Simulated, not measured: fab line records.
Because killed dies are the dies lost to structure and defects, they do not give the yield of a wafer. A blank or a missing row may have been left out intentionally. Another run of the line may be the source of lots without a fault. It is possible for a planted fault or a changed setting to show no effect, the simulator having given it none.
Matching of chambers	flow nand-harc	NHARC_A_BONDPAD_ETCH_34 on rie-diel-11: 4 sister chambers
The step etches the open film in N2/H2, target depth 60 nm, overetch 18 nm, time 65.91 s. 36 wafers are shown with their chamber, then 12 later ones without.

## WAFERS WITH THEIR CHAMBER
wafer	chamber	showerhead-plenum-p-Torr (Torr)	drypump-motor-current-A (A)	rf-vpp-V (V)
L074.2	3	2.18	5.6	434.8
L074.5	1	2.05	6.1	430.9
L074.6	0	2.19	6.4	434.3
L075.3	1	2.05	6.2	432.0
L075.4	2	2.17	5.7	433.7
L075.6	3	2.18	5.6	432.8
L077.2	1	2.05	6.2	432.0
L077.3	2	2.17	5.7	435.2
L077.5	3	2.18	5.6	435.6
L079.2	3	2.18	5.6	432.9
L079.5	0	2.19	6.4	435.7
L079.6	1	2.05	6.2	430.4
L081.2	3	2.18	5.6	435.1
L081.3	1	2.05	6.2	429.2
L081.5	0	2.19	6.4	434.4
L084.1	0	2.19	6.5	435.2
L084.3	3	2.18	5.6	435.5
L084.5	2	2.17	5.7	434.4
L083.1	3	2.18	5.6	434.7
L083.5	0	2.19	6.5	434.0
L083.6	3	2.18	5.6	434.7
L085.2	0	2.19	6.4	435.2
L085.4	3	2.18	5.6	433.6
L085.6	0	2.18	6.4	433.7
L086.1	1	2.05	6.2	432.2
L086.3	0	2.18	6.4	435.2
L086.4	3	2.18	5.6	433.6
L088.1	3	2.18	5.6	434.7
L088.2	1	2.05	6.2	431.5
L088.5	1	2.05	6.2	431.0
L087.2	1	2.05	6.1	429.8
L087.4	0	2.19	6.4	435.1
L087.6	1	2.05	6.2	431.3
L089.4	0	2.18	6.4	434.7
L089.5	1	2.05	6.2	430.7
L089.6	2	2.17	5.7	433.9

SIGNATURES (averages over the wafers above)
reading	chamber 0	chamber 1	chamber 2	chamber 3	scatter within a chamber
showerhead-plenum-p-Torr	2.1870	2.0500	2.1700	2.1800	0.00256
drypump-motor-current-A	6.420	6.182	5.700	5.600	0.0318
rf-vpp-V	434.750	431.000	434.300	434.364	0.858
Rule: for each reading, subtract the chamber's mean from the wafer's reading, divide by that reading's scatter and square the result; add these up over the readings and take the root, which gives the wafer's distance from the chamber. If the next closest chamber is less than 2 further off than the closest, the wafer can't be placed; otherwise it belongs to the closest. The scatter: take each reading less its chamber's mean, square it, sum over the shown wafers, divide by the number of wafers less the number of chambers, and take the root.

## WAFERS WITHOUT THEIR CHAMBER
wafer	showerhead-plenum-p-Torr (Torr)	drypump-motor-current-A (A)	rf-vpp-V (V)
L090.1	2.17	5.7	434.5
L090.4	2.18	6.4	435.7
L090.5	2.05	6.2	431.6
L094.4	2.18	6.4	435.4
L094.5	2.18	6.5	433.4
L094.6	2.18	5.6	433.6
L095.2	2.18	6.5	434.7
L095.3	2.18	5.6	434.1
L095.6	2.18	5.6	434.8
L096.3	2.05	6.2	431.8
L096.4	2.18	5.6	434.1
L096.5	2.18	5.6	434.0

## EACH ONE'S CHAMBER
wafer	from the rows above	in truth
L090.1	2	2
L090.4	0	0
L090.5	1	1
L094.4	0	0
L094.5	0	0
L094.6	3	3
L095.2	0	0
L095.3	3	3
L095.6	3	3
L096.3	1	1
L096.4	3	3
L096.5	3	3
Correctly placed: 12 of 12. Number that these rows cannot place: 0. Wrongly placed: 0.
